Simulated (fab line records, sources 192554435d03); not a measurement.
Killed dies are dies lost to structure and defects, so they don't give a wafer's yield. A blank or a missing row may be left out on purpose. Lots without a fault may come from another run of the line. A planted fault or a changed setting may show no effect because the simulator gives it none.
Chamber matching | flow n5_finfet | N5_BEOL_M0_SAQP_PECVD_96 on pecvd-01: 3 sister chambers
The step deposits a-Si from SiH4/He, target thk 45 nm, time 45.2 s. 3 wafers are shown with their chamber, then 7 later ones without.

WAFERS WITH THEIR CHAMBER
wafer  | chamber | heater_power_outer_w (W)
L087.4 | 2       | 539
L088.2 | 0       | 365
L088.4 | 1       | 386

WAFERS WITHOUT THEIR CHAMBER
wafer  | heater_power_outer_w (W)
L088.5 | 381
L091.1 | 418
L091.5 | 363
L091.6 | 418
L097.1 | 482
L097.5 | 482
L097.6 | 436

WHICH CHAMBER EACH WENT THROUGH
wafer  | from the rows above          | in truth
L088.5 | can't be placed: 1 or 0      | 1
L091.1 | can't be placed: 1 or 0      | 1
L091.5 | can't be placed: 0 or 1      | 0
L091.6 | can't be placed: 1 or 0      | 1
L097.1 | can't be placed: 2 or 1 or 0 | 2
L097.5 | can't be placed: 2 or 1 or 0 | 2
L097.6 | can't be placed: 1 or 0 or 2 | 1
Placed correctly: 0 of 7. Can't be placed from these rows: 7 (the true chamber is among the candidates in 7). Placed wrongly: 0.
How it was worked out, from the rows above alone: a wafer's distance from a chamber is the root of the sum, over the readings, of the square of ((its reading less the chamber's mean) divided by the reading's scatter). The wafer belongs to the nearest chamber; if the next one is less than 2 further off, it can't be placed. A chamber's mean is the mean of its shown wafers. The scatter: with one shown wafer a chamber, the root of the mean of the squares of how far each hidden wafer lies from its nearest shown one.
